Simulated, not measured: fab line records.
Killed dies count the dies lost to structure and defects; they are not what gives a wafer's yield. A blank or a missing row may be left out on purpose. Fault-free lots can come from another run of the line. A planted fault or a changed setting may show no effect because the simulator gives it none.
Struck lot and sound lot, side by side | flow n5 finfet | 14 steps out of a route of 1938
Sound: the wafers L702.4, L702.5, L702.6. The struck wafers were L723.1, L723.3, L723.4. The cause is named last.
At each step with rows: each side's tool, then ch and its chambers, then its first start. Under that, the readings that differ: sound wafers | struck wafers | difference of the means | sigmas: that difference in standard deviations of wafers without a fault.
alike: same words and numbers on both sides, and readings whose means sit less than 2 such deviations apart. not compared: any withheld reading, any reading some wafer has no value for, any bound like >300 that may hide the same value, and any number with overlapping values for which the record gives no deviation.
A row with sigmas, a row that says differs or no value, or rows on one side alone: a step with any of these is where the two part. Non-overlapping numbers with no deviation appear without sigmas and do not part them. A reading missing from all wafers of one side parts the sides only when that side holds two or more wafers.

N5_ILD0_THK_MEAS_08:
  sound on film metro-01 at day 3 15:11; struck on film metro-02 at day 8 19:23
  alike: thk nm
then, 1 step without rows for these wafers: N5_ILD0_PRECLEAN_10 (cleans in NF3:NH3, afs cycles 5, time 20 s, sublimation time 60 s).
N5_ILD0_ALD_15: deposits SiNx, target thk 24 nm, pulse time 1 s, ald cycles 480.
  sound on ald sin-02 ch 1,2, day 3 15:53; struck on ald sin-04 ch 0,1,2, day 8 20:07
  alike: heater power outer w, heater power w, precursor pulse height rel, susceptor temp C
N5_ILD0_CMP_12: polishes SiNx, stops on poly-Si, t overpolish 6 s, target thk 17.67 nm.
  sound on cmp-01 ch 0,1,3, day 3 18:10; struck on cmp-03 ch 1,2,3, day 8 22:21
  alike: motor current A, overpolish run s, slurry filter dp kPa, time to endpoint s
N5_ILD0_THK_MEAS_13:
  sound on film metro-01 at day 3 18:23; struck on film metro-01 at day 8 22:36
  alike: thk nm
N5_ILD0_INSPECT_06: inspects for defects (darkfield).
  sound on defect inspect-01 at day 3 18:25; struck on defect inspect-02 at day 8 22:38
  alike: raw defect count
N5_SDB_HM_DEP_00: deposits SiNx from SiH4/NH3/N2, target thk 40 nm, time 35.3 s.
  sound on pecvd-04 ch 0,1,2, day 3 18:29; struck on pecvd-03 ch 0,1, day 8 22:40
  reading                         | sound          | struck         | difference | sigmas
  heater power outer w (W)        | 382 466 401    | 470 571 587    | +126       | +2
  heater power w (W)              | 666 767 666    | 763 863 882    | +136       | +2
  showerhead plenum p Torr (Torr) | 5.19 5.23 5.16 | 5.00 5.00 5.01 | -0.19      | -2
  alike: susceptor temp C, throttle valve pct
then, 5 steps without rows for these wafers: N5_SDB_COAT_03 (time 60 s, resist thk 100 nm); N5_SDB_COAT_04 (time 60 s, resist thk 18 nm); N5_SDB_COAT_05 (resist thk 90 nm); N5_SDB_EBR_07; N5_SDB_SOFTBAKE_06 (time 60 s).
N5_SDB_EXPOSE_08: exposes mask SDB.
  sound on arfi scanner-02 ch 0, day 3 18:48; struck on arfi scanner-01, day 8 22:59
  no value came back on the struck wafers for exposure dose mJ cm2, focus offset nm (nm); on the sound wafers exposure dose mJ cm2 reads 49.55 49.53 49.56
  alike: mask
then, 1 step without rows for these wafers: N5_SDB_PEB_09 (peb time 60 s).

== WHERE THEY PART ==
First at N5_SDB_HM_DEP_00; last, within this record, at N5_SDB_EXPOSE_08.

WHY: the cause the simulator had injected
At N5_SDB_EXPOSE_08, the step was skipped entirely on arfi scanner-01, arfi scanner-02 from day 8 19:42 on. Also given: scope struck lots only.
